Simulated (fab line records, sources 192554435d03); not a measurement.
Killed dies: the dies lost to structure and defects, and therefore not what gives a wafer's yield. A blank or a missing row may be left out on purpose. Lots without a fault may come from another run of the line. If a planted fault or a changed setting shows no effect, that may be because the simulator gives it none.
fab line records	flow n5Finfet
record: lots: 24	wafers: 72	lastDay: 17
route steps=1938 shown BEOL_M11@1588 BEOL_M12@1602 BEOL_M13@1691
lots untouched by any fault: they come from a run of this same line in which no faults occurred
startH: the number of hours between the record's first day and the start of the first shown wafer of the lot	waitH: time in hours since the lot's previous step	" same as the row above	L1.1+2: a row that stands for several wafers	- no value present, or no start provided	* or withheld: withheld	< > ~ a bound
route shown NAME@n: a module of which the file shows steps, and the number in the route of the first	usual: the fault-free wafers' mean and standard deviation	same: alike in all rows	chamber/n: place in a boat	sites: each site's reading	_std_site: the values' standard deviation	_edge_site: inner sites' mean taken away from outer sites' mean	radiusMm: for every site, how far away it sits from the centre of the wafer	mask NAME#n: copy n	behind: the most recent tool/chamber to have shaped the wafer	hold: what put the lot on hold/how long, in hours/how the hold closed	device: the transistor (n, p or np) that didn't switch	end of line: tests run on the same wafers once the route is complete	step lacking rows: just its recipe	killed: not the wafer's yield, but the dies lost to structure and defects at the first sort	map: the dies of a wafer, with x for killed, . for not killed, _ for no die there
set.NAME: the setting the step ran with; set.NAME@STEP: the setting that earlier step ran with	model.NAME: the simulator's own value behind a step, which no gauge read
route steps across a sampled set of lots; one table per step, one row per wafer
services: a tool's chamber out of use, with start hour (startH, from the record's first day; less than 0 if before it), hours out, and reason
== steps ==
step: N5_BEOL_M11_DEGAS_44
recipe: ambient: vacuum	tempC: 250	timeS: 60
usual: heaterPowerW: 329/34
lot.wafer	tool	chamber	startH	waitH	heaterPowerW
L075.2	pvdSputter-03	-	229.25	0.5	355
L075.3	"	-	"	"	369
L075.6	"	-	"	"	316
L074.1	pvdSputter-01	-	240.85	1.8	309
L074.2	"	-	"	"	350
L074.6	"	-	"	"	285
L076.1	pvdSputter-02	-	241.06	1.6	280
L076.3	"	-	"	"	339
L076.4	"	-	"	"	292
L078.1	pvdSputter-01	-	259.40	0.3	347
L078.2	"	-	"	"	394
L078.5	"	-	"	"	288
L077.2	pvdSputter-02	-	261.57	0.4	314
L077.3	"	-	"	"	285
L077.6	"	-	"	"	301
L080.1	pvdSputter-03	-	261.81	0.3	346
L080.2	"	-	"	"	317
L080.6	"	-	"	"	340
L079.1	pvdSputter-03	-	265.48	0.6	347
L079.5	"	-	"	"	325
L079.6	"	-	"	"	351
L081.3	pvdSputter-03	-	269.10	0.4	374
L081.4	"	-	"	"	337
L081.5	"	-	"	"	347
L082.1	pvdSputter-02	-	283.31	0.4	284
L082.3	"	-	"	"	289
L082.4	"	-	"	"	310
L084.2	pvdSputter-02	-	296.24	0.6	292
L084.4	"	-	"	"	341
L084.5	"	-	"	"	316
L085.1	pvdSputter-01	-	296.42	0.6	393
L085.3	"	-	"	"	301
L085.6	"	-	"	"	316
L083.4	pvdSputter-01	-	296.50	0.2	346
L083.5	"	-	"	"	281
L083.6	"	-	"	"	346
L086.2	pvdSputter-01	-	300.37	0.4	351
L086.4	"	-	"	"	315
L086.6	"	-	"	"	344
L087.1	pvdSputter-01	-	303.49	1.5	307
L087.3	"	-	"	"	277
L087.6	"	-	"	"	354
L088.1	pvdSputter-03	-	309.64	0.6	382
L088.5	"	-	"	"	347
L088.6	"	-	"	"	345
L091.1	pvdSputter-01	-	332.95	0.6	350
L091.2	"	-	"	"	392
L091.4	"	-	"	"	313
L089.3	pvdSputter-02	-	336.42	1.3	312
L089.4	"	-	"	"	311
L089.5	"	-	"	"	346
L090.2	pvdSputter-03	-	337.04	0.3	353
L090.5	"	-	"	"	375
L090.6	"	-	"	"	324
L093.3	pvdSputter-01	-	341.51	0.7	288
L093.4	"	-	"	"	393
L093.5	"	-	"	"	306
L092.2	pvdSputter-03	-	346.57	0.8	343
L092.3	"	-	"	"	345
L092.4	"	-	"	"	321
L095.4	pvdSputter-02	-	363.89	0.2	346
L095.5	"	-	"	"	347
L095.6	"	-	"	"	280
L094.2	pvdSputter-02	-	364.71	0.4	302
L094.3	"	-	"	"	291
L094.5	"	-	"	"	348
L096.2	pvdSputter-03	-	368.75	0.6	314
L096.3	"	-	"	"	345
L096.6	"	-	"	"	349
L097.1	pvdSputter-02	-	370.91	0.4	278
L097.3	"	-	"	"	330
L097.4	"	-	"	"	307
step: N5_BEOL_M12_ILD_DEP_00
recipe: material: SiOC	targetThkA: 6589.2	tempC: 350	precursor: DEMS/O2	pressureTorr: 5	rfW: 500	timeS: 130.7
usual: heaterPowerW: 441/80	rfFwdPowerW: 497.8/1.7	showerheadPlenumPTorr: 5.693/0.013	showerheadVppV: 1355/65	throttleValvePct: 12.0/0.52
lot.wafer	tool	chamber	startH	waitH	heaterPowerW	rfFwdPowerW	showerheadPlenumPTorr	showerheadVppV	throttleValvePct
L075.2	pecvd-04	2	230.90	0.0	381	499.8	5.697	1317	11.6
L075.3	"	1	"	"	432	499.2	5.672	1370	12.1
L075.6	"	0	"	"	497	496.4	5.691	1328	11.9
L074.1	pecvd-01	0	242.47	0.0	561	498.5	5.695	1453	10.9
L074.2	"	1	"	"	376	498.9	5.696	1297	12.3
L074.6	"	0	"	"	598	497.6	5.693	1443	10.8
L076.1	pecvd-04	1	242.78	0.0	408	497.4	5.690	1358	12.2
L076.3	"	0	"	"	514	501.4	5.679	1347	11.9
L076.4	"	2	"	"	356	498.2	5.699	1334	12.0
L078.1	pecvd-02	2	261.50	0.0	429	499.5	5.704	1354	12.0
L078.2	"	0	"	"	427	497.3	5.678	1295	12.3
L078.5	"	2	"	"	461	497.4	5.710	1329	12.0
L077.2	pecvd-04	1	263.47	0.0	397	498.5	5.685	1355	12.1
L077.3	"	1	"	"	418	498.0	5.680	1358	12.2
L077.6	"	1	"	"	442	496.3	5.665	1370	12.1
L080.1	pecvd-02	2	263.85	0.0	408	498.2	5.715	1331	12.0
L080.2	"	0	"	"	393	498.1	5.679	1309	12.4
L080.6	"	1	"	"	361	498.7	5.695	1292	12.5
L079.1	pecvd-02	2	267.58	0.0	488	499.2	5.706	1340	12.2
L079.5	"	2	"	"	388	499.2	5.709	1334	11.8
L079.6	"	0	"	"	454	499.4	5.689	1313	12.8
L081.3	pecvd-04	0	270.75	0.1	524	498.9	5.688	1325	11.8
L081.4	"	1	"	"	363	496.9	5.691	1375	12.1
L081.5	"	1	"	"	393	497.4	5.687	1361	12.2
L082.1	pecvd-01	2	285.51	0.0	499	494.4	5.688	1501	11.4
L082.3	"	0	"	"	676	496.5	5.687	1454	10.9
L082.4	"	0	"	"	557	497.7	5.700	1468	11.2
L084.2	pecvd-01	2	297.97	0.0	516	497.5	5.699	1495	11.1
L084.4	"	2	"	"	547	497.5	5.704	1497	11.3
L084.5	"	0	"	"	617	498.8	5.690	1475	11.0
L085.1	pecvd-02	2	298.23	0.0	428	496.4	5.727	1313	12.0
L085.3	"	0	"	"	450	495.8	5.695	1291	12.4
L085.6	"	1	"	"	363	499.0	5.694	1265	12.6
L083.4	pecvd-04	1	298.34	0.1	358	494.5	5.683	1387	12.2
L083.5	"	0	"	"	427	497.7	5.676	1317	12.0
L083.6	"	2	"	"	391	498.7	5.705	1334	10.9
L086.2	pecvd-02	1	302.41	0.0	392	497.3	5.703	1278	12.5
L086.4	"	2	"	"	495	497.5	5.705	1342	12.1
L086.6	"	0	"	"	427	495.4	5.682	1331	12.6
L087.1	pecvd-02	0	305.14	0.0	369	495.8	5.687	1303	12.4
L087.3	"	2	"	"	475	497.1	5.722	1340	12.3
L087.6	"	0	"	"	404	495.4	5.680	1312	12.7
L088.1	pecvd-04	0	311.85	0.0	538	499.9	5.680	1347	11.9
L088.5	"	2	"	"	397	498.8	5.715	1364	10.9
L088.6	"	1	"	"	435	498.9	5.705	1367	12.1
L091.1	pecvd-01	1	335.01	0.0	382	495.7	5.697	1330	12.5
L091.2	"	2	"	"	505	495.2	5.688	1522	11.4
L091.4	"	2	"	"	542	493.7	5.698	1518	11.3
L089.3	pecvd-02	0	338.46	0.0	412	496.3	5.687	1321	12.4
L089.4	"	2	"	"	501	498.6	5.711	1347	12.1
L089.5	"	1	"	"	382	498.2	5.701	1281	12.2
L090.2	pecvd-02	1	340.72	0.0	335	501.0	5.690	1288	12.8
L090.5	"	0	"	"	450	496.9	5.677	1323	12.5
L090.6	"	2	"	"	389	500.0	5.712	1341	12.5
L093.3	pecvd-02	1	343.20	0.0	414	497.5	5.685	1290	12.3
L093.4	"	0	"	"	431	497.9	5.678	1297	12.4
L093.5	"	1	"	"	440	498.9	5.693	1287	12.3
L092.2	pecvd-04	0	348.92	0.0	447	498.4	5.681	1346	11.8
L092.3	"	2	"	"	404	498.7	5.706	1342	11.2
L092.4	"	1	"	"	410	494.6	5.690	1367	12.2
L095.4	pecvd-02	1	366.05	0.1	328	497.4	5.698	1303	12.3
L095.5	"	0	"	"	408	497.8	5.687	1309	12.3
L095.6	"	2	"	"	488	496.0	5.707	1339	12.4
L094.2	pecvd-01	0	366.61	0.0	644	495.5	5.698	1466	11.1
L094.3	"	1	"	"	354	500.8	5.698	1312	12.7
L094.5	"	2	"	"	563	498.0	5.702	1518	11.4
L096.2	pecvd-01	2	371.51	0.0	561	498.1	5.705	1531	11.3
L096.3	"	0	"	"	573	495.2	5.675	1460	11.1
L096.6	"	1	"	"	302	500.3	5.695	1335	12.2
L097.1	pecvd-02	2	373.00	0.0	447	500.6	5.718	1347	12.1
L097.3	"	0	"	"	442	494.2	5.656	1302	12.7
L097.4	"	2	"	"	463	497.5	5.708	1364	12.0
step: N5_BEOL_M12_THK_MEAS_01
recipe: reads: SiOC_of_BEOL_M12_ILD_DEP_00
usual: M12_ILD_THK: 658/8.4
lot.wafer	tool	chamber	startH	waitH	M12_ILD_THK[nm]
L075.2	filmMetro-01	-	231.03	0.1	648
L075.3	"	-	"	"	648
L075.6	"	-	"	"	649
L074.1	filmMetro-01	-	242.60	0.1	645
L074.2	"	-	"	"	646
L074.6	"	-	"	"	660
L076.1	filmMetro-01	-	242.91	0.1	658
L076.3	"	-	"	"	644
L076.4	"	-	"	"	673
L078.1	filmMetro-01	-	261.63	0.1	660
L078.2	"	-	"	"	655
L078.5	"	-	"	"	670
L077.2	filmMetro-01	-	263.65	0.1	651
L077.3	"	-	"	"	657
L077.6	"	-	"	"	656
L080.1	filmMetro-01	-	263.99	0.1	661
L080.2	"	-	"	"	660
L080.6	"	-	"	"	670
L079.1	filmMetro-01	-	267.71	0.1	653
L079.5	"	-	"	"	664
L079.6	"	-	"	"	664
L081.3	filmMetro-01	-	270.89	0.1	662
L081.4	"	-	"	"	649
L081.5	"	-	"	"	655
L082.1	filmMetro-02	-	285.64	0.1	656
L082.3	"	-	"	"	671
L082.4	"	-	"	"	672
L084.2	filmMetro-01	-	298.10	0.1	651
L084.4	"	-	"	"	664
L084.5	"	-	"	"	677
L085.1	filmMetro-02	-	298.36	0.1	651
L085.3	"	-	"	"	656
L085.6	"	-	"	"	663
L083.4	filmMetro-01	-	298.43	0.0	662
L083.5	"	-	"	"	658
L083.6	"	-	"	"	660
L086.2	filmMetro-02	-	302.55	0.1	665
L086.4	"	-	"	"	668
L086.6	"	-	"	"	668
L087.1	filmMetro-01	-	305.27	0.1	657
L087.3	"	-	"	"	661
L087.6	"	-	"	"	667
L088.1	filmMetro-02	-	311.98	0.1	652
L088.5	"	-	"	"	666
L088.6	"	-	"	"	661
L091.1	filmMetro-01	-	335.14	0.1	646
L091.2	"	-	"	"	641
L091.4	"	-	"	"	662
L089.3	filmMetro-01	-	338.59	0.1	641
L089.4	"	-	"	"	648
L089.5	"	-	"	"	654
L090.2	filmMetro-01	-	340.85	0.1	661
L090.5	"	-	"	"	664
L090.6	"	-	"	"	655
L093.3	filmMetro-02	-	343.33	0.1	664
L093.4	"	-	"	"	663
L093.5	"	-	"	"	672
L092.2	filmMetro-01	-	349.05	0.1	656
L092.3	"	-	"	"	660
L092.4	"	-	"	"	670
L095.4	filmMetro-02	-	366.13	0.0	671
L095.5	"	-	"	"	660
L095.6	"	-	"	"	665
L094.2	filmMetro-02	-	366.74	0.1	648
L094.3	"	-	"	"	638
L094.5	"	-	"	"	656
L096.2	filmMetro-01	-	371.64	0.1	656
L096.3	"	-	"	"	660
L096.6	"	-	"	"	661
L097.1	filmMetro-02	-	373.14	0.1	650
L097.3	"	-	"	"	653
L097.4	"	-	"	"	660
step: N5_BEOL_M12_STRIP_63
recipe: chemistry: N2/H2	powerW: 1000	tempC: 250	h2Frac: 0.65	overashFraction: 0.3	pressureMtorr: 1000	n2FlowSccm: 1750	h2FlowSccm: 3250
usual: drypumpMotorCurrentA: 5.67/0.3	heaterPowerW: 334/35	oesProductAu: 0.692/0.0042	stripTimeToEndpointS: 42.3/0.86
lot.wafer	tool	chamber	startH	waitH	drypumpMotorCurrentA	heaterPowerW	oesProductAu	rfHoursCounterH	stripTimeToEndpointS
L075.2	plasmaAsher-01	1	231.83	-	5.35	351	0.697	110	42.0
L075.3	"	0	"	"	5.27	374	0.683	-	43.1
L075.6	"	0	"	"	5.28	380	0.697	-	43.7
L074.1	plasmaAsher-02	1	243.28	-	5.77	348	0.690	72	43.9
L074.2	"	0	"	"	5.99	291	0.702	72	44.0
L074.6	"	1	"	"	5.77	351	0.692	-	43.0
L076.1	plasmaAsher-01	1	243.71	-	5.35	350	0.690	112	42.3
L076.3	"	1	"	"	5.35	351	0.694	-	43.7
L076.4	"	0	"	"	5.26	374	0.695	-	41.1
L078.1	plasmaAsher-02	0	262.44	-	6.05	285	0.692	76	42.3
L078.2	"	1	"	"	5.78	344	0.688	76	42.7
L078.5	"	0	"	"	5.98	293	0.690	-	41.6
L077.2	plasmaAsher-01	0	264.45	-	5.27	375	0.694	115	44.1
L077.3	"	1	"	"	5.36	351	0.694	-	42.2
L077.6	"	1	"	"	5.36	357	0.694	-	43.0
L080.1	plasmaAsher-01	0	264.77	-	5.28	375	0.689	115	42.1
L080.2	"	1	"	"	5.33	351	0.688	115	41.2
L080.6	"	0	"	"	5.29	380	0.694	-	41.7
L079.1	plasmaAsher-02	1	268.51	-	5.78	345	0.697	78	42.5
L079.5	"	1	"	"	5.76	348	0.696	-	41.5
L079.6	"	0	"	"	6.03	288	0.695	-	41.9
L081.3	plasmaAsher-02	0	271.58	-	5.96	280	0.696	-	42.4
L081.4	"	1	"	"	5.77	348	0.686	-	42.7
L081.5	"	1	"	"	5.78	338	0.691	-	43.2
L082.1	plasmaAsher-02	0	286.50	-	6.02	289	0.692	81	42.1
L082.3	"	0	"	"	6.01	284	0.691	-	41.6
L082.4	"	1	"	"	5.77	343	0.690	-	41.2
L084.2	plasmaAsher-02	1	298.91	-	5.79	344	0.696	83	42.1
L084.4	"	1	"	"	5.79	346	0.687	-	42.2
L084.5	"	0	"	"	6.00	280	0.685	-	40.8
L085.1	plasmaAsher-01	1	299.18	-	5.38	349	0.691	122	43.1
L085.3	"	1	"	"	5.34	351	0.686	-	41.9
L085.6	"	0	"	"	5.27	382	0.695	-	42.8
L083.4	plasmaAsher-02	1	299.53	-	5.77	338	0.692	-	41.9
L083.5	"	0	"	"	6.06	284	0.682	-	42.3
L083.6	"	1	"	"	5.77	345	0.691	-	41.2
L086.2	plasmaAsher-02	1	303.31	-	5.79	339	0.690	84	41.8
L086.4	"	1	"	"	5.78	351	0.690	-	41.0
L086.6	"	0	"	"	6.00	283	0.694	-	41.4
L087.1	plasmaAsher-01	1	305.95	-	5.34	352	0.691	124	43.0
L087.3	"	1	"	"	5.34	344	0.696	-	41.6
L087.6	"	1	"	"	5.33	354	0.682	-	42.2
L088.1	plasmaAsher-02	1	312.83	-	5.77	346	0.697	87	42.8
L088.5	"	0	"	"	6.01	289	0.693	-	40.8
L088.6	"	1	"	"	5.77	329	0.694	-	42.1
L091.1	plasmaAsher-02	0	336.23	-	5.98	288	0.700	92	43.0
L091.2	"	1	"	"	5.77	350	0.690	92	43.0
L091.4	"	1	"	"	5.78	344	0.690	-	41.3
L089.3	plasmaAsher-01	1	339.35	-	5.33	345	0.696	-	43.3
L089.4	"	0	"	"	5.27	385	0.691	-	43.9
L089.5	"	0	"	"	5.29	380	0.691	-	42.4
L090.2	plasmaAsher-02	1	342.46	-	5.78	347	0.690	93	41.3
L090.5	"	0	"	"	6.00	281	0.690	-	42.5
L090.6	"	1	"	"	5.78	347	0.693	-	42.4
L093.3	plasmaAsher-02	1	344.19	-	5.79	345	0.695	-	42.0
L093.4	"	0	"	"	6.01	286	0.689	-	42.1
L093.5	"	0	"	"	5.99	292	0.680	-	40.8
L092.2	plasmaAsher-02	0	350.82	-	6.00	290	0.695	95	42.9
L092.3	"	1	"	"	5.77	341	0.694	-	42.6
L092.4	"	0	"	"	5.98	280	0.690	-	41.3
L095.4	plasmaAsher-02	0	367.07	-	5.98	288	0.690	-	41.1
L095.5	"	1	"	"	5.79	344	0.684	-	41.9
L095.6	"	0	"	"	6.01	279	0.699	-	42.0
L094.2	plasmaAsher-01	0	367.42	-	5.27	385	0.698	135	43.2
L094.3	"	1	"	"	5.36	354	0.698	-	44.4
L094.5	"	1	"	"	5.37	351	0.688	-	42.6
L096.2	plasmaAsher-01	0	372.47	-	5.28	376	0.695	136	43.0
L096.3	"	1	"	"	5.38	351	0.690	-	41.7
L096.6	"	0	"	"	5.27	368	0.696	-	42.0
L097.1	plasmaAsher-02	0	373.99	-	6.01	285	0.693	99	42.5
L097.3	"	0	"	"	5.99	285	0.695	-	43.3
L097.4	"	1	"	"	5.77	343	0.694	-	42.3
step: N5_BEOL_M12_ETCH_68
recipe: chemistry: N2/H2	target: SOC	maskMaterial: SiARC	sourceW: 3000	biasW: 350	tempC: 40	timeS: 285	ionEnergyEv: 200	pressureMtorr: 30	n2FlowSccm: 200	h2FlowSccm: 200
usual: drypumpMotorCurrentA: 5.8/0.4	oesProductAu: 0.81/0.047	rfFwdPowerW: 2995/9	rfVppV: 525.2/2.4	showerheadPlenumPTorr: 2.59/0.095	throttleValvePct: 17.66/0.24
lot.wafer	tool	chamber	startH	waitH	drypumpMotorCurrentA	oesProductAu	rfFwdPowerW	rfHoursCounterH	rfVppV	showerheadPlenumPTorr	throttleValvePct
L075.2	rieDiel-02	1	232.76	0.1	5.7	0.97	2997	4	527.9	2.59	17.36
L075.3	"	0	"	"	6.4	0.88	3007	49	522.6	2.48	18.03
L075.6	"	1	"	"	5.7	0.97	2992	-	525.7	2.59	17.34
L074.1	rieDiel-06	2	244.21	0.1	5.1	0.84	2982	54	524.0	2.59	17.48
L074.2	"	3	"	"	5.8	0.82	2985	95	526.6	2.67	17.53
L074.6	"	1	"	"	6.1	0.76	2990	-	521.7	2.43	17.64
L076.1	rieDiel-06	2	244.69	0.1	5.1	0.84	2997	54	523.3	2.59	17.47
L076.3	"	0	"	"	6.1	0.82	2985	79	527.3	2.69	17.46
L076.4	"	1	"	"	6.1	0.77	2982	127	521.4	2.43	17.66
L078.1	rieDiel-03	1	263.24	0.1	5.7	0.87	2999	43	528.8	2.68	17.44
L078.2	"	0	"	"	6.1	0.80	2992	126	524.1	2.55	18.20
L078.5	"	3	"	"	5.6	0.82	2980	-	523.3	2.58	17.73
L077.2	rieDiel-03	3	265.38	0.1	5.6	0.81	2990	83	525.1	2.58	17.73
L077.3	"	2	"	"	5.5	0.84	2981	65	526.5	2.70	18.11
L077.6	"	0	"	"	6.2	0.80	2971	-	524.3	2.55	18.18
L080.1	rieDiel-03	2	265.87	0.1	5.5	0.85	2993	65	526.2	2.70	18.09
L080.2	"	1	"	"	5.7	0.87	2991	44	527.8	2.68	17.45
L080.6	"	2	"	"	5.5	0.84	2987	-	528.5	2.70	18.11
L079.1	rieDiel-06	2	269.98	0.4	5.1	0.83	2988	62	525.3	2.58	17.47
L079.5	"	2	"	"	5.1	0.82	2989	-	526.2	2.58	17.49
L079.6	"	3	"	"	5.8	0.80	2999	-	528.6	2.66	17.56
L081.3	rieDiel-03	3	272.53	0.1	5.7	0.81	2989	86	523.7	2.58	17.71
L081.4	"	1	"	"	5.6	0.85	3014	47	527.0	2.68	17.46
L081.5	"	1	"	"	5.7	0.85	3002	-	527.9	2.68	17.47
L082.1	rieDiel-02	2	287.43	0.1	5.6	0.94	2998	15	522.4	2.48	17.47
L082.3	"	3	"	"	4.9	0.77	2986	129	524.1	2.56	17.53
L082.4	"	1	"	"	5.7	0.90	2998	24	525.9	2.58	17.36
L084.2	rieDiel-06	2	300.46	0.1	5.1	0.81	3004	72	524.2	2.58	17.52
L084.4	"	3	"	"	5.8	0.80	3004	116	526.7	2.66	17.58
L084.5	"	0	"	"	6.2	0.80	2980	-	527.6	2.68	17.48
L085.1	rieDiel-06	0	301.04	0.1	6.1	0.79	3001	99	528.6	2.68	17.48
L085.3	"	3	"	"	5.8	0.79	3009	116	526.8	2.66	17.58
L085.6	"	0	"	"	6.2	0.80	2998	-	529.3	2.68	17.48
L083.4	rieDiel-03	3	301.29	0.1	5.7	0.79	2984	96	525.7	2.57	17.73
L083.5	"	2	"	"	5.5	0.83	2995	-	527.8	2.70	18.13
L083.6	"	1	"	"	5.6	0.85	2992	-	528.8	2.68	17.48
L086.2	rieDiel-06	0	304.23	0.1	6.2	0.80	3000	100	527.0	2.68	17.49
L086.4	"	3	"	"	5.8	0.80	2996	118	526.0	2.66	17.58
L086.6	"	0	"	"	6.2	0.80	2984	-	528.5	2.68	17.48
L087.1	rieDiel-06	1	306.75	0.1	6.1	0.75	2992	146	520.7	2.42	17.69
L087.3	"	0	"	"	6.1	0.80	2997	101	527.8	2.68	17.48
L087.6	"	1	"	"	6.1	0.75	3002	-	520.1	2.42	17.68
L088.1	rieDiel-06	2	313.84	0.1	5.1	0.81	3010	77	525.1	2.58	17.51
L088.5	"	2	"	"	5.1	0.81	2995	-	524.8	2.58	17.52
L088.6	"	1	"	"	6.1	0.74	2989	-	520.8	2.42	17.67
L091.1	rieDiel-06	2	338.24	0.1	5.1	0.80	3016	86	523.7	2.57	17.53
L091.2	"	1	"	"	6.1	0.74	3003	157	521.0	2.42	17.71
L091.4	"	3	"	"	5.8	0.79	2994	128	527.1	2.65	17.61
L089.3	rieDiel-06	0	340.29	0.1	6.1	0.78	2988	112	526.7	2.68	17.50
L089.4	"	3	"	"	5.8	0.78	2994	130	528.2	2.65	17.61
L089.5	"	1	"	"	6.1	0.73	3006	-	521.6	2.42	17.69
L090.2	rieDiel-06	1	343.97	0.1	6.1	0.72	3005	161	521.6	2.42	17.70
L090.5	"	0	"	"	6.1	0.79	2991	-	526.6	2.68	17.52
L090.6	"	3	"	"	5.8	0.79	3011	-	527.7	2.65	17.61
L093.3	rieDiel-06	0	345.32	0.1	6.1	0.78	2987	115	526.3	2.68	17.52
L093.4	"	2	"	"	5.2	0.80	3014	89	524.3	2.57	17.53
L093.5	"	1	"	"	6.1	0.73	2995	-	522.0	2.42	17.69
L092.2	rieDiel-06	3	353.36	0.1	5.8	0.77	2993	136	526.9	2.65	17.61
L092.3	"	2	"	"	5.1	0.78	2989	94	524.7	2.57	17.57
L092.4	"	0	"	"	6.1	0.77	2995	119	526.7	2.68	17.51
L095.4	rieDiel-03	3	367.95	0.1	5.6	0.78	2985	124	524.9	2.56	17.78
L095.5	"	2	"	"	5.5	0.81	3004	-	527.1	2.68	18.18
L095.6	"	3	"	"	5.7	0.77	2988	-	523.8	2.56	17.78
L094.2	rieDiel-02	3	368.25	0.1	4.9	0.75	2989	147	523.7	2.55	17.57
L094.3	"	2	"	"	5.6	0.90	2977	34	522.6	2.47	17.51
L094.5	"	3	"	"	4.9	0.76	2976	-	523.6	2.55	17.56
L096.2	rieDiel-02	3	373.39	0.1	4.9	0.76	2997	149	522.7	2.55	17.58
L096.3	"	2	"	"	5.6	0.90	3003	35	523.3	2.47	17.51
L096.6	"	2	"	"	5.6	0.90	3011	-	521.9	2.47	17.50
L097.1	rieDiel-06	1	374.79	0.1	6.1	0.73	3005	174	520.7	2.41	17.73
L097.3	"	0	"	"	6.1	0.78	2993	128	527.2	2.67	17.54
L097.4	"	3	"	"	5.8	0.77	3001	145	528.4	2.65	17.61
step: N5_BEOL_M13_INSPECT_30
recipe: mode: adi	inspectInstrument: macro
usual: rawDefectCount: 2.2/1.4
lot.wafer	tool	chamber	startH	waitH	rawDefectCount
L075.2	defectInspect-02	-	239.66	0.0	0
L075.3	"	-	"	"	4
L075.6	"	-	"	"	2
L074.1	defectInspect-02	-	250.18	0.0	1
L074.2	"	-	"	"	2
L074.6	"	-	"	"	0
L076.1	defectInspect-02	-	254.36	0.0	5
L076.3	"	-	"	"	7
L076.4	"	-	"	"	3
L078.1	defectInspect-02	-	269.56	0.0	3
L078.2	"	-	"	"	5
L078.5	"	-	"	"	2
L077.2	defectInspect-01	-	270.03	0.0	4
L077.3	"	-	"	"	1
L077.6	"	-	"	"	1
L080.1	defectInspect-02	-	270.30	0.0	3
L080.2	"	-	"	"	3
L080.6	"	-	"	"	1
L079.1	defectInspect-01	-	275.48	0.0	4
L079.5	"	-	"	"	2
L079.6	"	-	"	"	1
L081.3	defectInspect-01	-	276.28	0.0	2
L081.4	"	-	"	"	2
L081.5	"	-	"	"	4
L082.1	defectInspect-01	-	292.76	0.0	2
L082.3	"	-	"	"	3
L082.4	"	-	"	"	3
L084.2	defectInspect-01	-	304.95	0.0	4
L084.4	"	-	"	"	2
L084.5	"	-	"	"	2
L085.1	defectInspect-02	-	306.27	0.0	1
L085.3	"	-	"	"	2
L085.6	"	-	"	"	3
L083.4	defectInspect-01	-	307.32	0.0	1
L083.5	"	-	"	"	3
L083.6	"	-	"	"	2
L086.2	defectInspect-02	-	313.15	0.0	2
L086.4	"	-	"	"	2
L086.6	"	-	"	"	1
L087.1	defectInspect-01	-	315.40	0.0	3
L087.3	"	-	"	"	4
L087.6	"	-	"	"	4
L088.1	defectInspect-02	-	321.84	0.0	0
L088.5	"	-	"	"	1
L088.6	"	-	"	"	4
L091.1	defectInspect-02	-	344.49	0.0	1
L091.2	"	-	"	"	1
L091.4	"	-	"	"	2
L089.3	defectInspect-02	-	344.71	0.0	0
L089.4	"	-	"	"	2
L089.5	"	-	"	"	5
L090.2	defectInspect-01	-	348.03	0.0	2
L090.5	"	-	"	"	1
L090.6	"	-	"	"	1
L093.3	defectInspect-02	-	351.78	0.0	1
L093.4	"	-	"	"	2
L093.5	"	-	"	"	4
L092.2	defectInspect-02	-	357.46	0.0	3
L092.3	"	-	"	"	3
L092.4	"	-	"	"	3
L095.4	defectInspect-02	-	372.93	0.0	1
L095.5	"	-	"	"	5
L095.6	"	-	"	"	1
L094.2	defectInspect-01	-	373.45	0.0	3
L094.3	"	-	"	"	3
L094.5	"	-	"	"	2
L096.2	defectInspect-01	-	381.35	0.0	1
L096.3	"	-	"	"	2
L096.6	"	-	"	"	2
L097.1	defectInspect-02	-	382.19	0.0	3
L097.3	"	-	"	"	0
L097.4	"	-	"	"	2
== services ==
tool	chamber	startH	hours	kind
rieDiel-03	-	207.12	0.4	repair
pecvd-04	2	217.99	6.7	repair
pecvd-01	1	218.87	5.0	scheduledDown
rieDiel-02	2	220.79	6.6	repair
rieDiel-02	3	222.10	1.4	repair
rieDiel-02	2	227.67	-	clean
rieDiel-02	2	227.67	-	consumableReplace:focusRing
rieDiel-02	2	227.67	19.5	scheduledDown
rieDiel-02	2	227.67	19.5	ventCycle
pecvd-04	2	246.07	5.5	scheduledDown
rieDiel-03	2	246.73	2.6	repair
pecvd-04	2	251.58	-	clean
pecvd-04	2	251.58	-	consumableReplace:showerhead
pecvd-04	2	251.58	29.0	scheduledDown
pecvd-04	2	251.58	29.0	ventCycle
pvdSputter-01	-	265.60	4.9	repair
pvdSputter-02	-	306.05	1.9	repair
rieDiel-06	-	307.32	2.8	pm
plasmaAsher-01	-	309.25	10.4	repair
pecvd-01	-	318.31	6.0	pm
rieDiel-02	-	329.88	24.2	repair
pvdSputter-03	-	352.94	1.0	repair
== key ==
fault none
